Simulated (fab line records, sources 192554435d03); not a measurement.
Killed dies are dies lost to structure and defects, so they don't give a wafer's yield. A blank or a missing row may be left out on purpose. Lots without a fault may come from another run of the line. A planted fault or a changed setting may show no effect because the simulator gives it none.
One fault seen from 3 desks | flow n5_finfet | each desk has only its own numbers; what lay behind them comes last

THE TOOL OWNER'S DESK: rie_diel-06
The tool's own readings at N5_BEOL_M5_ETCH_62 (etches SOC in N2/H2, target depth 75 nm, overetch 15 nm, time 112.5 s): means of the sampled wafers that have a number, for each lot that ran on this tool. A lot is out of limits, marked OUT, if its mean lies more than 4 standard deviations from the usual mean; the brackets give that distance.
Columns: A = drypump_motor_current_A at N5_BEOL_M5_ETCH_62, usual 5.7 A; B = oes_product_au at N5_BEOL_M5_ETCH_62, usual 0.61 a.u.; C = rf_vpp_V at N5_BEOL_M5_ETCH_62, usual 523.7 V; D = showerhead_plenum_p_Torr at N5_BEOL_M5_ETCH_62, usual 2.53 Torr; E = throttle_valve_pct at N5_BEOL_M5_ETCH_62, usual 17.79 %
lot  | first seen here | A   | B    | C     | D    | E
L984 | day 9 15:56     | 5.8 | 0.60 | 526.4 | 2.64 | 17.68
L986 | day 10 12:01    | 5.9 | 0.60 | 526.7 | 2.61 | 17.84
L989 | day 11 03:34    | 5.8 | 0.55 | 521.9 | 2.50 | 17.86
L994 | day 12 09:01    | 5.8 | 0.56 | 523.1 | 2.50 | 17.88
L995 | day 12 12:44    | 5.8 | 0.54 | 526.4 | 2.63 | 17.71
This desk's finding: nothing out of limits on any of the 5 lots.

THE METROLOGY DESK
What the gauges read, lot by lot, whatever tool the lot ran on: means of the sampled wafers that have a number. A lot is out of limits, marked OUT, if its mean lies more than 4 standard deviations from the usual mean; the brackets give that distance. Of its 13 readings 7 are shown: those that lie furthest out on some lot.
Columns: A = M4_RS at N5_BEOL_M4_RS_MEAS_58, usual 0.67 ohm/sq; B = IOFF_P at N5_BEOL_M4_RC_MEAS_101, usual 0.22 nA/um; C = ION_N at N5_BEOL_M4_RC_MEAS_101, usual 673 uA/um; D = ION_P at N5_BEOL_M4_RC_MEAS_101, usual 462 uA/um; E = VT_N at N5_BEOL_M4_RC_MEAS_101, usual 250 mV; F = VT_P at N5_BEOL_M4_RC_MEAS_101, usual -250 mV; G = cd_nm at N5_BEOL_M5_CD_MEAS_18, usual 27.9 nm
lot  | first seen here | A    | B    | C   | D   | E   | F    | G
L984 | day 9 12:31     | 0.67 | 0.18 | 665 | 453 | 252 | -254 | 28.3
L986 | day 10 08:05    | 0.67 | 0.21 | 672 | 466 | 250 | -248 | 27.8
L989 | day 10 23:23    | 0.75 | 0.18 | 654 | 452 | 254 | -252 | -
L994 | day 12 05:49    | 0.68 | 0.28 | 693 | 478 | 244 | -245 | 27.9
L995 | day 12 08:20    | 0.64 | 0.20 | 666 | 466 | 250 | -249 | 27.7
L997 | day 12 22:55    | 0.64 | 0.20 | 675 | 462 | 251 | -249 | 28.2
L998 | day 13 12:41    | 0.64 | 0.22 | 678 | 461 | 248 | -251 | 27.4
L102 | day 15 19:41    | 0.68 | 0.19 | 674 | 458 | 250 | -253 | 28.5
This desk's finding: nothing out of limits on any of the 8 lots.

THE DEFECT DESK
What the inspections along the route counted, lot by lot: means of the sampled wafers that have a number. A lot is out of limits, marked OUT, if its mean lies more than 4 standard deviations from the usual mean; the brackets give that distance.
Columns: A = raw_defect_count at N5_BEOL_M5_INSPECT_13, usual 434
lot  | first seen here | A
L984 | day 9 15:49     | 413
L986 | day 10 11:55    | 375
L989 | day 11 03:27    | 492
L994 | day 12 08:54    | 496
L995 | day 12 12:38    | 280
L997 | day 13 03:01    | 371
L998 | day 13 15:49    | 469
L102 | day 15 22:43    | 450
This desk's finding: nothing out of limits on any of the 8 lots.

PUT TOGETHER
The tool owner's desk saw nothing out of limits.
The metrology desk saw nothing out of limits.
The defect desk saw nothing out of limits.

WHAT THE SIMULATOR HAD PUT IN
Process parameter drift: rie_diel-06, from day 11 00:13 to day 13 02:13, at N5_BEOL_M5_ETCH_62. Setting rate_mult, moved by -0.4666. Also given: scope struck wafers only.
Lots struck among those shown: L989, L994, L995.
